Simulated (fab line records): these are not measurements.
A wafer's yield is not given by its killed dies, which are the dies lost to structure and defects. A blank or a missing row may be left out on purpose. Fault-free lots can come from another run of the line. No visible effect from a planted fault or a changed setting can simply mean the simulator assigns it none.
Which of the tools did it? | flow n5 finfet | 13 lots with 37 wafers sampled at 3 steps, on a route of 1938 steps

== WHAT THE GAUGES SHOWED, per wafer ==
N5_MIM_BOT_LITHO_OVL_MEAS_11. Usual: MIM_BOT_OVL 1 nm, standard deviation 5.7.
lot  | measured     | on         | MIM_BOT_OVL (nm) | flag
L103 | day 13 09:35 | overlay-01 | -8 -7            |
L101 | day 13 13:05 | overlay-01 | 7 8 4            |
L104 | day 13 11:59 | overlay-02 | -5 -6 -4         |
L102 | day 13 16:53 | overlay-01 | -4 -2 -4         |
L105 | day 14 12:04 | overlay-01 | 9 9 9            |
L108 | day 14 22:50 | overlay-02 | -2 -4 3          |
L111 | day 16 03:40 | overlay-02 | 6 3 2            |
L114 | day 16 13:29 | overlay-02 | -5 3 -1          |
L112 | day 16 08:44 | overlay-01 | 1 6 4            |
L113 | day 16 13:14 | overlay-01 | 4 2              |
L119 | day 17 20:19 | overlay-01 | 3 2 2            |
L120 | day 18 17:03 | overlay-02 | 9 -3 -5          |
L124 | day 18 23:07 | overlay-01 | -9 -5 -6         |

N5_PASSIVATION_OVL_MEAS_66. Usual: PASS_OPEN_OVL 1 nm, standard deviation 4.7.
lot  | measured     | on         | PASS_OPEN_OVL (nm) | flag
L103 | day 13 18:07 | overlay-02 | 3 -1               |
L101 | day 13 19:04 | overlay-01 | -2 -8 2            |
L104 | day 13 17:55 | overlay-01 | -2 2 -1            |
L102 | day 14 02:56 | overlay-01 | 0 -6 -6            |
L105 | day 14 18:50 | overlay-02 | -1 -1 -1           |
L108 | day 15 04:13 | overlay-02 | -4 5 0             |
L111 | day 16 09:26 | overlay-01 | 1 -16 -8           |
L114 | day 16 18:51 | overlay-02 | -1 -8 -3           |
L112 | day 16 14:26 | overlay-01 | 4 -4 10            |
L113 | day 16 18:29 | overlay-02 | 0 -1               |
L119 | day 18 01:33 | overlay-01 | 8 2 5              |
L120 | day 18 23:42 | overlay-01 | 0 1 5              |
L124 | day 19 05:42 | overlay-01 | 1 14 5             |

== WHICH TOOL RAN EACH LOT (tool, then ch and the chambers of the sampled wafers, then the start) ==
lot  | N5_BEOL_M12_SPUTTER_43
L103 | pvd sputter-02, day 12 06:14
L101 | pvd sputter-01, day 12 11:00
L104 | pvd sputter-03, day 12 12:12
L102 | pvd sputter-02, day 12 14:55
L105 | pvd sputter-01, day 13 11:20
L108 | pvd sputter-03, day 13 15:53
L111 | pvd sputter-03, day 15 01:46
L114 | pvd sputter-02, day 15 07:17
L112 | pvd sputter-01, day 15 10:39
L113 | pvd sputter-02, day 15 10:40
L119 | pvd sputter-03, day 16 17:14
L120 | pvd sputter-03, day 17 14:11
L124 | pvd sputter-01, day 17 22:35
- N5_BEOL_M12_SPUTTER_43: material TaN, target thk 15 nm, time 24.19 s.

== AS READ BY THE TOOLS THEMSELVES (means over the sampled wafers that have a number; for cases with no such wafer, the mark the record gives instead) ==
N5_BEOL_M12_SPUTTER_43. Usual: cathode dc power W 15000 W, standard deviation 2.8; throttle valve pct 30.0 %, standard deviation 1.2.
lot  | tool           | cathode dc power W (W) | throttle valve pct (%) | flag
L103 | pvd sputter-02 | 14996                  | 29.1                   |
L101 | pvd sputter-01 | 15001                  | 31.3                   |
L104 | pvd sputter-03 | 15000                  | 30.0                   |
L102 | pvd sputter-02 | 15002                  | 29.1                   |
L105 | pvd sputter-01 | 15002                  | 31.0                   |
L108 | pvd sputter-03 | 15001                  | 29.6                   |
L111 | pvd sputter-03 | 14999                  | 29.5                   |
L114 | pvd sputter-02 | 15000                  | 28.8                   |
L112 | pvd sputter-01 | 14999                  | 31.2                   |
L113 | pvd sputter-02 | 15000                  | 29.2                   |
L119 | pvd sputter-03 | 15000                  | 29.4                   |
L120 | pvd sputter-03 | 15001                  | 29.3                   |
L124 | pvd sputter-01 | 14999                  | 31.1                   |

== THE ANSWER, worked out from the rows above alone ==
Rule: a lot counts as off when the mean over its wafers that have a number is more than 3 standard deviations away from the usual mean. Also off: a lot with no number at a reading for which 4 or more lots have one. All remaining lots with rows at the step are treated as sound. After the gauges, taken in route order, come the tools' own readings; for these a lot's mean is taken, as printed above. At the first step where some lot is off, the reading lying furthest off is the one used; lots without a number count as furthest.
Across all readings shown, no lot is off: no conclusion can be drawn from this.

== WHAT WAS PUT IN BY THE SIMULATOR ==
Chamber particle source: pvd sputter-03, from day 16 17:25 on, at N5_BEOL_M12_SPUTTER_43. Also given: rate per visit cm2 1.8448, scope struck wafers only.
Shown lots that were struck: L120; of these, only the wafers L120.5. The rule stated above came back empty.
